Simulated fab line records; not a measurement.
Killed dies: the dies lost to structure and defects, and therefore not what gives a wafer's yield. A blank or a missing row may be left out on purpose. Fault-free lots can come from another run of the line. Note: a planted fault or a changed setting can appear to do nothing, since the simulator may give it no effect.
fab line records + flow nand-harc
record
- lots=6
- wafers=18
- last-day=32
route steps=1302 shown A_ONON_D2@554 END@1302
lots untouched by any fault: they come from a run of this same line in which no faults occurred
start-h: the number of hours between the record's first day and the start of the first shown wafer of the lot + wait-h: time in hours since the lot's previous step + " same as the row above + L1.1+2: a single row standing in for several wafers + - either no value or no given start + * or withheld: withheld + < > ~ a bound
route shown NAME@n: a module of which the file shows steps, and the number in the route of the first + usual: mean and standard deviation over wafers with no fault + same: alike in all rows + chamber/n: place in a boat + sites: per-site readings + _std_site: standard deviation across them + _edge_site: mean of outer sites minus mean of inner sites + radius-mm: how far each site lies from the wafer's centre + mask NAME#n: copy n + behind: the most recent tool/chamber to have shaped the wafer + hold: why the lot was held/for how many hours/how that ended + device: the n, p or np transistor that did not switch + end of line: tests of these same wafers at the route's end + where a step has no rows: the recipe by itself + killed: count of dies lost to structure and defects at first sort (not the wafer's yield) + map: shows each die of a wafer: x if killed, . if not, _ if none is there
set.NAME: the setting that was run; set.NAME@STEP: the one run at that earlier step + model.NAME: the simulator's own value behind a step, which no gauge read
lots seen at some steps along the route; tables by step, rows by wafer
services: when a tool's chamber went out of use (start-h, in hours from the record's first day, below 0 if earlier), for how many hours, and the reason
## steps
# step NHARC_A_ONON_D2_THK_MEAS_14
# recipe
- thk-meas-gauge=ellipsometry
# usual
- thk-nm=1004/7.8
| lot.wafer | tool          | chamber | start-h | wait-h | thk-nm |
|-----------|---------------|---------|---------|--------|--------|
| L245.2    | film-metro-01 | -       | 314.34  | -      | 1013   |
| L245.4    | "             | -       | "       | "      | 1015   |
| L245.6    | "             | -       | "       | "      | 1014   |
| L248.1    | film-metro-01 | -       | 354.37  | -      | 1020   |
| L248.4    | "             | -       | "       | "      | 1020   |
| L248.5    | "             | -       | "       | "      | 1020   |
| L252.1    | film-metro-01 | -       | 384.24  | -      | 1004   |
| L252.2    | "             | -       | "       | "      | 1007   |
| L252.4    | "             | -       | "       | "      | 1007   |
| L253.1    | film-metro-01 | -       | 406.82  | -      | 1012   |
| L253.2    | "             | -       | "       | "      | 1012   |
| L253.4    | "             | -       | "       | "      | 1013   |
| L259.2    | film-metro-02 | -       | 451.66  | -      | 1012   |
| L259.3    | "             | -       | "       | "      | 1014   |
| L259.5    | "             | -       | "       | "      | 1013   |
| L260.3    | film-metro-02 | -       | 460.00  | -      | 990    |
| L260.4    | "             | -       | "       | "      | 989    |
| L260.5    | "             | -       | "       | "      | 989    |
# step NHARC_A_ONON_D2_ANNEAL_15
# recipe
- temp-c=750
- time-s=3600
# step NHARC_A_ONON_D2_DEP_16
# recipe
- target-thk-a=10000
- n2-flow-sccm=2750
- n2o-flow-sccm=2000
- nh3-flow-sccm=500
- sih4-flow-sccm=210
- temp-c=400
# step NHARC_A_ONON_D2_THK_MEAS_18
# recipe
- thk-meas-gauge=ellipsometry
# usual
- thk-nm=997/11
| lot.wafer | tool          | chamber | start-h | wait-h | thk-nm |
|-----------|---------------|---------|---------|--------|--------|
| L245.2    | film-metro-02 | -       | 321.67  | -      | 1011   |
| L245.4    | "             | -       | "       | "      | 1011   |
| L245.6    | "             | -       | "       | "      | 1012   |
| L248.1    | film-metro-02 | -       | 361.89  | -      | 998    |
| L248.4    | "             | -       | "       | "      | 996    |
| L248.5    | "             | -       | "       | "      | 995    |
| L252.1    | film-metro-01 | -       | 391.58  | -      | 989    |
| L252.2    | "             | -       | "       | "      | 988    |
| L252.4    | "             | -       | "       | "      | 989    |
| L253.1    | film-metro-01 | -       | 414.80  | -      | 1015   |
| L253.2    | "             | -       | "       | "      | 1014   |
| L253.4    | "             | -       | "       | "      | 1016   |
| L259.2    | film-metro-01 | -       | 459.43  | -      | 1000   |
| L259.3    | "             | -       | "       | "      | 1000   |
| L259.5    | "             | -       | "       | "      | 999    |
| L260.3    | film-metro-02 | -       | 467.76  | -      | 1005   |
| L260.4    | "             | -       | "       | "      | 1004   |
| L260.5    | "             | -       | "       | "      | 1004   |
# step NHARC_A_ONON_D2_DEP_19
# recipe
- target-thk-a=10000
- n2-flow-sccm=2750
- n2o-flow-sccm=2000
- nh3-flow-sccm=500
- sih4-flow-sccm=210
- temp-c=400
# step NHARC_A_ONON_D2_THK_MEAS_21
# recipe
- thk-meas-gauge=ellipsometry
# usual
- thk-nm=999/9.7
| lot.wafer | tool          | chamber | start-h | wait-h | thk-nm |
|-----------|---------------|---------|---------|--------|--------|
| L245.2    | film-metro-01 | -       | 322.23  | -      | 1008   |
| L245.4    | "             | -       | "       | "      | 1010   |
| L245.6    | "             | -       | "       | "      | 1008   |
| L248.1    | film-metro-01 | -       | 362.46  | -      | 986    |
| L248.4    | "             | -       | "       | "      | 986    |
| L248.5    | "             | -       | "       | "      | 985    |
| L252.1    | film-metro-02 | -       | 392.14  | -      | 1006   |
| L252.2    | "             | -       | "       | "      | 1004   |
| L252.4    | "             | -       | "       | "      | 1004   |
| L253.1    | film-metro-02 | -       | 415.36  | -      | 1004   |
| L253.2    | "             | -       | "       | "      | 1005   |
| L253.4    | "             | -       | "       | "      | 1006   |
| L259.2    | film-metro-01 | -       | 459.99  | -      | 984    |
| L259.3    | "             | -       | "       | "      | 986    |
| L259.5    | "             | -       | "       | "      | 986    |
| L260.3    | film-metro-01 | -       | 468.32  | -      | 992    |
| L260.4    | "             | -       | "       | "      | 991    |
| L260.5    | "             | -       | "       | "      | 990    |
# step NHARC_A_ONON_D2_DEP_22
# recipe
- target-thk-a=10000
- n2-flow-sccm=2750
- n2o-flow-sccm=2000
- nh3-flow-sccm=500
- sih4-flow-sccm=210
- temp-c=400
# step NHARC_A_ONON_D2_THK_MEAS_24
# recipe
- thk-meas-gauge=ellipsometry
# usual
- thk-nm=1000/6.4
| lot.wafer | tool          | chamber | start-h | wait-h | thk-nm |
|-----------|---------------|---------|---------|--------|--------|
| L245.2    | film-metro-01 | -       | 322.83  | -      | 1000   |
| L245.4    | "             | -       | "       | "      | 1000   |
| L245.6    | "             | -       | "       | "      | 999    |
| L248.1    | film-metro-01 | -       | 363.02  | -      | 999    |
| L248.4    | "             | -       | "       | "      | 999    |
| L248.5    | "             | -       | "       | "      | 998    |
| L252.1    | film-metro-01 | -       | 392.71  | -      | 1006   |
| L252.2    | "             | -       | "       | "      | 1007   |
| L252.4    | "             | -       | "       | "      | 1007   |
| L253.1    | film-metro-02 | -       | 415.93  | -      | 1002   |
| L253.2    | "             | -       | "       | "      | 1004   |
| L253.4    | "             | -       | "       | "      | 1004   |
| L259.2    | film-metro-01 | -       | 460.56  | -      | 1003   |
| L259.3    | "             | -       | "       | "      | 1002   |
| L259.5    | "             | -       | "       | "      | 1003   |
| L260.3    | film-metro-02 | -       | 468.89  | -      | 992    |
| L260.4    | "             | -       | "       | "      | 995    |
| L260.5    | "             | -       | "       | "      | 994    |
# step NHARC_A_ONON_D2_DEP_25
# recipe
- target-thk-a=10000
- n2-flow-sccm=2750
- n2o-flow-sccm=2000
- nh3-flow-sccm=500
- sih4-flow-sccm=210
- temp-c=400
# step NHARC_A_ONON_D2_THK_MEAS_27
# recipe
- thk-meas-gauge=ellipsometry
# usual
- thk-nm=997/12
| lot.wafer | tool          | chamber | start-h | wait-h | thk-nm |
|-----------|---------------|---------|---------|--------|--------|
| L245.2    | film-metro-01 | -       | 323.39  | -      | 1007   |
| L245.4    | "             | -       | "       | "      | 1007   |
| L245.6    | "             | -       | "       | "      | 1007   |
| L248.1    | film-metro-02 | -       | 363.58  | -      | 987    |
| L248.4    | "             | -       | "       | "      | 989    |
| L248.5    | "             | -       | "       | "      | 986    |
| L252.1    | film-metro-02 | -       | 393.27  | -      | 999    |
| L252.2    | "             | -       | "       | "      | 1000   |
| L252.4    | "             | -       | "       | "      | 999    |
| L253.1    | film-metro-02 | -       | 416.50  | -      | 974    |
| L253.2    | "             | -       | "       | "      | 975    |
| L253.4    | "             | -       | "       | "      | 974    |
| L259.2    | film-metro-01 | -       | 461.12  | -      | 1008   |
| L259.3    | "             | -       | "       | "      | 1007   |
| L259.5    | "             | -       | "       | "      | 1007   |
| L260.3    | film-metro-02 | -       | 469.46  | -      | 985    |
| L260.4    | "             | -       | "       | "      | 987    |
| L260.5    | "             | -       | "       | "      | 986    |
# step NHARC_A_ONON_D2_DEP_28
# recipe
- target-thk-a=10000
- n2-flow-sccm=2750
- n2o-flow-sccm=2000
- nh3-flow-sccm=500
- sih4-flow-sccm=210
- temp-c=400
# step NHARC_A_ONON_D2_THK_MEAS_30
# recipe
- thk-meas-gauge=ellipsometry
# usual
- thk-nm=999/7.5
| lot.wafer | tool          | chamber | start-h | wait-h | thk-nm |
|-----------|---------------|---------|---------|--------|--------|
| L245.2    | film-metro-01 | -       | 324.07  | -      | 990    |
| L245.4    | "             | -       | "       | "      | 991    |
| L245.6    | "             | -       | "       | "      | 988    |
| L248.1    | film-metro-01 | -       | 364.15  | -      | 990    |
| L248.4    | "             | -       | "       | "      | 992    |
| L248.5    | "             | -       | "       | "      | 991    |
| L252.1    | film-metro-01 | -       | 393.84  | -      | 990    |
| L252.2    | "             | -       | "       | "      | 990    |
| L252.4    | "             | -       | "       | "      | 987    |
| L253.1    | film-metro-02 | -       | 417.07  | -      | 1004   |
| L253.2    | "             | -       | "       | "      | 1004   |
| L253.4    | "             | -       | "       | "      | 1004   |
| L259.2    | film-metro-02 | -       | 461.68  | -      | 993    |
| L259.3    | "             | -       | "       | "      | 995    |
| L259.5    | "             | -       | "       | "      | 994    |
| L260.3    | film-metro-01 | -       | 470.02  | -      | 989    |
| L260.4    | "             | -       | "       | "      | 989    |
| L260.5    | "             | -       | "       | "      | 990    |
# step NHARC_A_ONON_D2_DEP_33
# recipe
- target-thk-a=2000
- temp-c=400
- pressure-torr=6.5
- rf-w=900
- teos-flow-sccm=161.4
- flow-sccm=2650
- target-thk-nm=200
- gas=O2
- material=SiO2
# usual
- heater-power-w=633/74
- rf-fwd-power-W=898.5/2.7
- showerhead-vpp-V=1812/95
- throttle-valve-pct=15.6/0.59
| lot.wafer | tool     | chamber | start-h | wait-h | heater-power-w | rf-fwd-power-W | showerhead-vpp-V | throttle-valve-pct |
|-----------|----------|---------|---------|--------|----------------|----------------|------------------|--------------------|
| L245.2    | pecvd-02 | 2       | 324.36  | 0.3    | 618            | 903.9          | 1759             | 15.1               |
| L245.6    | "        | 0       | "       | "      | 595            | 899.0          | 1682             | 16.1               |
| L245.4    | "        | 1       | "       | "      | 535            | 898.5          | 1827             | 16.0               |
| L248.1    | pecvd-02 | 0       | 364.21  | 0.1    | 693            | 896.7          | 1655             | 16.2               |
| L248.4    | "        | 2       | "       | "      | 721            | 904.3          | 1779             | 14.9               |
| L248.5    | "        | 2       | "       | "      | 732            | 901.4          | 1773             | 15.1               |
| L252.1    | pecvd-02 | 2       | 393.90  | 0.1    | 687            | 906.6          | 1795             | 15.4               |
| L252.2    | "        | 1       | "       | "      | 535            | 898.3          | 1843             | 16.3               |
| L252.4    | "        | 2       | "       | "      | 712            | 900.1          | 1784             | 15.1               |
| L253.2    | pecvd-01 | 2       | 417.17  | 0.1    | 763            | 902.4          | 1756             | 15.6               |
| L253.1    | "        | 0       | "       | "      | 586            | 899.7          | 1901             | 16.7               |
| L253.4    | "        | 1       | "       | "      | 497            | 897.9          | 1783             | 15.9               |
| L259.2    | pecvd-02 | 1       | 461.74  | 0.1    | 482            | 1259.1         | 2182             | 15.7               |
| L259.3    | "        | 2       | "       | "      | 706            | 900.2          | 1787             | 15.2               |
| L259.5    | "        | 2       | "       | "      | 703            | 895.2          | 1775             | 15.5               |
| L260.3    | pecvd-02 | 0       | 470.17  | 0.1    | 656            | 893.0          | 1679             | 16.1               |
| L260.5    | "        | 1       | "       | "      | 409            | 1258.4         | 2156             | 16.0               |
| L260.4    | "        | 0       | "       | "      | 652            | 897.8          | 1642             | 16.1               |
# step NHARC_A_ONON_D2_THK_MEAS_34
# recipe
- thk-meas-gauge=ellipsometry
# usual
- thk-nm=200/3.1
| lot.wafer | tool          | chamber | start-h | wait-h | thk-nm |
|-----------|---------------|---------|---------|--------|--------|
| L245.2    | film-metro-02 | -       | 324.69  | -      | 201    |
| L245.4    | "             | -       | "       | "      | 199    |
| L245.6    | "             | -       | "       | "      | 202    |
| L248.1    | film-metro-01 | -       | 364.75  | 0.5    | 194    |
| L248.4    | "             | -       | "       | "      | 199    |
| L248.5    | "             | -       | "       | "      | 201    |
| L252.1    | film-metro-02 | -       | 394.44  | 0.5    | 199    |
| L252.2    | "             | -       | "       | "      | 198    |
| L252.4    | "             | -       | "       | "      | 200    |
| L253.1    | film-metro-02 | -       | 417.55  | -      | 196    |
| L253.2    | "             | -       | "       | "      | 197    |
| L253.4    | "             | -       | "       | "      | 198    |
| L259.2    | film-metro-02 | -       | 462.15  | -      | 221    |
| L259.3    | "             | -       | "       | "      | 197    |
| L259.5    | "             | -       | "       | "      | 201    |
| L260.3    | film-metro-02 | -       | 470.50  | -      | 200    |
| L260.4    | "             | -       | "       | "      | 202    |
| L260.5    | "             | -       | "       | "      | 225    |
# step NHARC_END_SORT_01
# recipe
- temp-c=25
# usual
- killed-at-array=54/20
- killed-at-other=0.7/0.94
- killed-at-periphery=3.8/2.7
- killed-dies=59/20
- killed-open=3.5/1.9
- killed-short=2.5/1.6
# same
- gross-dies=677
| lot.wafer | tool      | chamber | start-h | wait-h | killed-at-array | killed-at-other | killed-at-periphery | killed-dies | killed-open | killed-short |
|-----------|-----------|---------|---------|--------|-----------------|-----------------|---------------------|-------------|-------------|--------------|
| L245.2    | prober-01 | 0       | 595.51  | 2.8    | 58              | 0               | 5                   | 63          | 6           | 1            |
| L245.4    | prober-01 | 0       | 597.11  | 3.4    | 35              | 0               | 8                   | 43          | 3           | 2            |
| L245.6    | prober-01 | 0       | 598.70  | 4.0    | 70              | 0               | 6                   | 76          | 3           | 3            |
| L248.1    | prober-01 | 0       | 640.68  | 2.5    | 64              | 0               | 3                   | 67          | 2           | 1            |
| L248.4    | prober-01 | 0       | 643.10  | 3.4    | 56              | 0               | 1                   | 57          | 2           | 3            |
| L248.5    | prober-01 | 0       | 643.90  | 3.7    | 63              | 0               | 3                   | 66          | 2           | 1            |
| L252.1    | prober-01 | 0       | 673.97  | 2.5    | 37              | 1               | 7                   | 45          | 2           | 4            |
| L252.2    | prober-01 | 0       | 674.77  | 2.8    | 33              | 0               | 6                   | 39          | 1           | 1            |
| L252.4    | prober-01 | 0       | 676.38  | 3.4    | 43              | 1               | 6                   | 50          | 6           | 1            |
| L253.1    | prober-02 | 0       | 689.77  | 2.5    | 106             | 0               | 5                   | 111         | 5           | 4            |
| L253.2    | prober-02 | 0       | 690.57  | 2.8    | 97              | 1               | 5                   | 103         | 2           | 2            |
| L253.4    | prober-02 | 0       | 692.15  | 3.4    | 100             | 0               | 9                   | 109         | 4           | 6            |
| L260.3    | prober-02 | 0       | 768.82  | 3.1    | 80              | 2               | 3                   | 85          | 7           | 1            |
| L260.4    | prober-02 | 0       | 769.61  | 3.4    | 68              | 0               | 3                   | 71          | 4           | 1            |
| L260.5    | prober-02 | 0       | 770.41  | 3.7    | 87              | 0               | 2                   | 89          | 2           | 7            |
# killed by level:class
L245.2 A_CHANNEL_HOLE_D1:chamber-film-flake=22 A_CHANNEL_HOLE_D2:chamber-film-flake=19 A_SLIT:chamber-film-flake=3 A_CONTACT:chamber-film-flake=3 A_CHANNEL_FILL_D2:geometric-particle:open=2 P_CONTACT:chamber-film-flake=2 A_STAIRCASE:chamber-film-flake=2 A_CHANNEL_FILL_D1:chamber-film-flake=2
L245.4 A_CHANNEL_HOLE_D1:chamber-film-flake=13 A_CHANNEL_HOLE_D2:chamber-film-flake=13 P_CONTACT:chamber-film-flake=4 P_CONTACT:geometric-particle:open=2 A_CHANNEL_FILL_D1:chamber-film-flake=2 A_M0:chamber-film-flake=2 A_SOURCE_PLATE:geometric-particle:short=1 A_STAIRCASE:geometric-particle:short=1
L245.6 A_CHANNEL_HOLE_D2:chamber-film-flake=38 A_CHANNEL_HOLE_D1:chamber-film-flake=21 P_CONTACT:chamber-film-flake=3 A_ONON_D2:geometric-particle:short=2 A_CHANNEL_FILL_D1:chamber-film-flake=2 A_STAIRCASE:chamber-film-flake=2 P_CONTACT:geometric-particle:open=1 A_ONON_D1:geometric-particle:open=1
L248.1 A_CHANNEL_HOLE_D1:chamber-film-flake=35 A_CHANNEL_HOLE_D2:chamber-film-flake=19 P_STI:chamber-film-flake=2 A_CONTACT:chamber-film-flake=2 A_WL_FILL:chamber-film-flake=2 A_CHANNEL_HOLE_D1:geometric-particle:short=1 A_CHANNEL_FILL_D1:geometric-particle:open=1 A_BLC:geometric-particle:open=1
L248.4 A_CHANNEL_HOLE_D2:chamber-film-flake=27 A_CHANNEL_HOLE_D1:chamber-film-flake=17 A_STAIRCASE:chamber-film-flake=3 A_WL_FILL:chamber-film-flake=3 A_CHANNEL_FILL_D2:geometric-particle:short=2 P_BONDPAD:geometric-particle:short=1 A_ONON_D2:geometric-particle:open=1 A_SGD_CUT:geometric-particle:open=1
L248.5 A_CHANNEL_HOLE_D2:chamber-film-flake=29 A_CHANNEL_HOLE_D1:chamber-film-flake=22 A_CONTACT:chamber-film-flake=3 A_STAIRCASE:chamber-film-flake=2 P_CONTACT:geometric-particle:open=1 A_ONON_D2:geometric-particle:open=1 A_WL_FILL:geometric-particle:short=1 P_ZERO_WELL:chamber-film-flake=1
L252.1 A_CHANNEL_HOLE_D2:chamber-film-flake=21 P_CONTACT:chamber-film-flake=6 A_CHANNEL_HOLE_D1:chamber-film-flake=5 A_ONON_D1:geometric-particle:short=2 A_CONTACT:chamber-film-flake=2 A_CHANNEL_HOLE_D1:geometric-particle:short=1 A_CHANNEL_HOLE_D2:geometric-particle:short=1 A_CHANNEL_FILL_D2:geometric-particle:open=1
L252.2 A_CHANNEL_HOLE_D2:chamber-film-flake=11 A_CHANNEL_HOLE_D1:chamber-film-flake=7 A_STAIRCASE:chamber-film-flake=5 A_SLIT:chamber-film-flake=4 P_CONTACT:chamber-film-flake=3 A_WL_FILL:chamber-film-flake=3 P_GATE:chamber-film-flake=2 A_DECK1_JOINT:geometric-particle:short=1
L252.4 A_CHANNEL_HOLE_D2:chamber-film-flake=15 A_CHANNEL_HOLE_D1:chamber-film-flake=7 A_SLIT:chamber-film-flake=6 A_BLC:chamber-film-flake=4 P_GATE:chamber-film-flake=3 P_CONTACT:chamber-film-flake=3 A_WL_FILL:chamber-film-flake=2 A_CHANNEL_HOLE_D1:geometric-particle:short=1
L253.1 A_SLIT:chamber-film-flake=42 A_CHANNEL_HOLE_D2:chamber-film-flake=22 A_CHANNEL_HOLE_D1:chamber-film-flake=18 A_CONTACT:chamber-film-flake=9 P_BONDPAD:chamber-film-flake=3 A_M0:chamber-film-flake=3 A_WL_FILL:chamber-film-flake=2 P_M0:geometric-particle:open=1
L253.2 A_SLIT:chamber-film-flake=39 A_CHANNEL_HOLE_D1:chamber-film-flake=33 A_CHANNEL_HOLE_D2:chamber-film-flake=16 A_M0:chamber-film-flake=4 A_CONTACT:chamber-film-flake=3 P_M1:chamber-film-flake=2 P_BONDPAD:chamber-film-flake=2 P_M0:geometric-particle:open=1
L253.4 A_SLIT:chamber-film-flake=34 A_CHANNEL_HOLE_D1:chamber-film-flake=33 A_CHANNEL_HOLE_D2:chamber-film-flake=22 A_CONTACT:chamber-film-flake=3 P_CONTACT:geometric-particle:open=2 P_M1:geometric-particle:short=2 A_STAIRCASE:chamber-film-flake=2 A_WL_FILL:chamber-film-flake=2
L260.3 A_SLIT:chamber-film-flake=37 A_CHANNEL_HOLE_D1:chamber-film-flake=28 A_CONTACT:chamber-film-flake=3 A_BLC:geometric-particle:open=2 A_STAIRCASE:chamber-film-flake=2 A_M0:chamber-film-flake=2 P_CONTACT:geometric-particle:open=1 P_M2:geometric-particle:open=1
L260.4 A_SLIT:chamber-film-flake=31 A_CHANNEL_HOLE_D1:chamber-film-flake=22 A_M0:chamber-film-flake=3 P_CONTACT:geometric-particle:open=2 A_ONON_D1:geometric-particle:open=2 A_CHANNEL_FILL_D2:chamber-film-flake=2 A_CONTACT:chamber-film-flake=2 A_ONON_D2:geometric-particle:short=1
L260.5 A_SLIT:chamber-film-flake=34 A_CHANNEL_HOLE_D1:chamber-film-flake=33 A_M0:chamber-film-flake=4 A_CONTACT:chamber-film-flake=3 A_STAIRCASE:chamber-film-flake=2 P_M0:geometric-particle:short=1 A_DECK1_JOINT:geometric-particle:short=1 A_CHANNEL_FILL_D2:geometric-particle:short=1
## services
| tool     | chamber | start-h | hours | kind       |
|----------|---------|---------|-------|------------|
| pecvd-01 | -       | 311.31  | 13.0  | pm         |
| pecvd-01 | 0       | 311.31  | 13.0  | vent-cycle |
| pecvd-01 | 1       | 311.31  | 13.0  | vent-cycle |
| pecvd-01 | 2       | 311.31  | 13.0  | vent-cycle |
| pecvd-01 | 0       | 324.31  | -     | clean      |
| pecvd-01 | 1       | 324.31  | -     | clean      |
| pecvd-01 | 2       | 324.31  | -     | clean      |
| pecvd-02 | 1       | 357.51  | 8.4   | repair     |
| pecvd-02 | 0       | 392.59  | 10.8  | repair     |
| pecvd-02 | -       | 408.30  | 13.0  | pm         |
| pecvd-02 | 0       | 408.30  | 13.0  | vent-cycle |
| pecvd-02 | 1       | 408.30  | 13.0  | vent-cycle |
| pecvd-02 | 2       | 408.30  | 13.0  | vent-cycle |
| pecvd-02 | 0       | 421.30  | -     | clean      |
| pecvd-02 | 1       | 421.30  | -     | clean      |
| pecvd-02 | 2       | 421.30  | -     | clean      |
## key
first-sign
- step=NHARC_A_ONON_D2_DEP_33
- reading=rf-fwd-power-W
- direction=up
- sigmas=99+
- usual=*
- struck=*
effect
- step=NHARC_A_ONON_D2_DEP_33
- reading=showerhead-vpp-V
- direction=up
- sigmas=3.7
- usual=1812
- struck=2169
effect
- step=NHARC_A_ONON_D2_THK_MEAS_34
- reading=thk-nm
- direction=up
- sigmas=7.2
- usual=200
- struck=223
met-at NHARC_A_ONON_D2_DEP_33
struck-wafers L259.2,L260.5
tester-left-out L259,L260
onset-between 393.90 461.74
fault
- kind=process-parameter-drift
- tool=pecvd-02
- chamber=1
- onset-h=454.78
- steps=NHARC_A_ONON_D2_DEP_33
- channel=rf-w
- offset=*
- shape=step
- end-h=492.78
- acts-in=*
- stated=*
# tester-left-out: of these lots the tester's yield and bins aren't shown, on N5 and GAA mostly nor the transistor test; their killed dies are dies lost to structure and defects alone, not to doping, threshold or leakage, so they don't give the yield
